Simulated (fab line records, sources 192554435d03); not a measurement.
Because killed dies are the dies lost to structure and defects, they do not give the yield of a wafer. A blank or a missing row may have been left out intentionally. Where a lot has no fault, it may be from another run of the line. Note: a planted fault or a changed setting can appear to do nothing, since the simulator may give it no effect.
The tool behind it: which one? + flow n5_finfet + 7 lots, 21 wafers sampled, at 5 steps of a route of 1938

WHAT THE GAUGES SHOWED, per wafer
N5_DUMMY_GATE_INSPECT_27: inspects for defects (brightfield).
| lot  | measured    | on                | raw_defect_count |
|------|-------------|-------------------|------------------|
| L690 | day 3 20:37 | defect_inspect-02 | 442 305 388      |
| L691 | day 4 03:57 | defect_inspect-01 | 255 210 374      |
| L693 | day 4 12:11 | defect_inspect-02 | 1242 1373 1224   |
| L694 | day 4 20:13 | defect_inspect-02 | 1228 1329 1328   |
| L697 | day 5 12:57 | defect_inspect-01 | 320 398 275      |
| L705 | day 7 14:01 | defect_inspect-01 | 329 327 382      |
| L707 | day 8 00:49 | defect_inspect-02 | 290 349 292      |

EACH LOT AND THE TOOL THAT RAN IT (in order: tool; ch and the chambers of the sampled wafers; start)
| lot  | N5_DUMMY_GATE_ETCH_36             | N5_DUMMY_GATE_STRIP_41            | N5_DUMMY_GATE_ETCH_42             | N5_DUMMY_GATE_PRECLEAN_33          |
|------|-----------------------------------|-----------------------------------|-----------------------------------|------------------------------------|
| L690 | rie_diel-01 ch 0,1,3, day 3 19:34 | rie_diel-02 ch 1,2,3, day 3 19:55 | rie_diel-01 ch 0,2,3, day 3 20:22 | wet_bench-03 ch 3,4,5, day 3 20:30 |
| L691 | rie_diel-02 ch 0,1,2, day 4 02:50 | rie_diel-02 ch 0,2, day 4 03:16   | rie_diel-04 ch 1,2, day 4 03:43   | wet_bench-03 ch 0,2,4, day 4 03:51 |
| L693 | rie_diel-01 ch 0,2,3, day 4 11:08 | rie_diel-04 ch 0,1,3, day 4 11:30 | rie_diel-02 ch 0,1,3, day 4 11:57 | wet_bench-03 ch 3,5,7, day 4 12:05 |
| L694 | rie_diel-01 ch 0,3, day 4 19:10   | rie_diel-04 ch 0,1, day 4 19:32   | rie_diel-02 ch 0,3, day 4 19:59   | wet_bench-03 ch 1,2,6, day 4 20:07 |
| L697 | rie_diel-04 ch 0,2, day 5 11:47   | rie_diel-01 ch 1,2, day 5 12:10   | rie_diel-04 ch 1,2,3, day 5 12:43 | wet_bench-06 ch 0,1,7, day 5 12:51 |
| L705 | rie_diel-02 ch 0,2,3, day 7 12:47 | rie_diel-04 ch 1,2,3, day 7 13:16 | rie_diel-02 ch 0,1,2, day 7 13:46 | wet_bench-06 ch 0,6,7, day 7 13:55 |
| L707 | rie_diel-01 ch 1,2, day 7 23:35   | rie_diel-01 ch 2,3, day 8 00:08   | rie_diel-04 ch 0,2, day 8 00:34   | wet_bench-01 ch 0,1,2, day 8 00:42 |
- N5_DUMMY_GATE_ETCH_36: etches SiARC in CF4, target depth 13 nm.
- N5_DUMMY_GATE_STRIP_41: strips in O2.
- N5_DUMMY_GATE_ETCH_42: etches SiO2 in CHF3/O2, target depth 3.5 nm, time 31 s.
- N5_DUMMY_GATE_PRECLEAN_33: cleans in dHF, time 10 s.

THE ANSWER, worked out from the rows above alone
Rule: the usual values come from the lots themselves. The widest of any qualifying gaps counts: lots, ordered by their means at a reading, are off when they make up no more than a third of the lots, leave a main group of 4 or more, and stand apart from it by 3 or more times the standard deviation of that group's means. A main group whose means are all the same, to the digits that the tables above print for the reading, isn't used. Also off: a lot with no number at a reading for which 4 or more lots have one. All remaining lots with rows at the step are treated as sound.
Off, at N5_DUMMY_GATE_INSPECT_27 on raw_defect_count: L693, L694. Mean 329 and standard deviation 33 in the main group.
A tool fits if, at a process step before that reading, it ran every lot that is off, and no sound lot after the first of them. Those tools and the gauges at N5_DUMMY_GATE_INSPECT_27 are tried in the same way. One fits: N5_DUMMY_GATE_PRECLEAN_33 on wet_bench-03. A fault onset in the window from L691 (day 4 03:51, its last sound lot) to L693 (day 4 12:05, its first lot off) fits.

WHAT WAS PUT IN BY THE SIMULATOR
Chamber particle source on wet_bench-03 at N5_DUMMY_GATE_PRECLEAN_33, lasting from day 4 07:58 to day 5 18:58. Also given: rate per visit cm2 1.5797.
Struck lots among those shown: L693, L694. The rule above found the same.
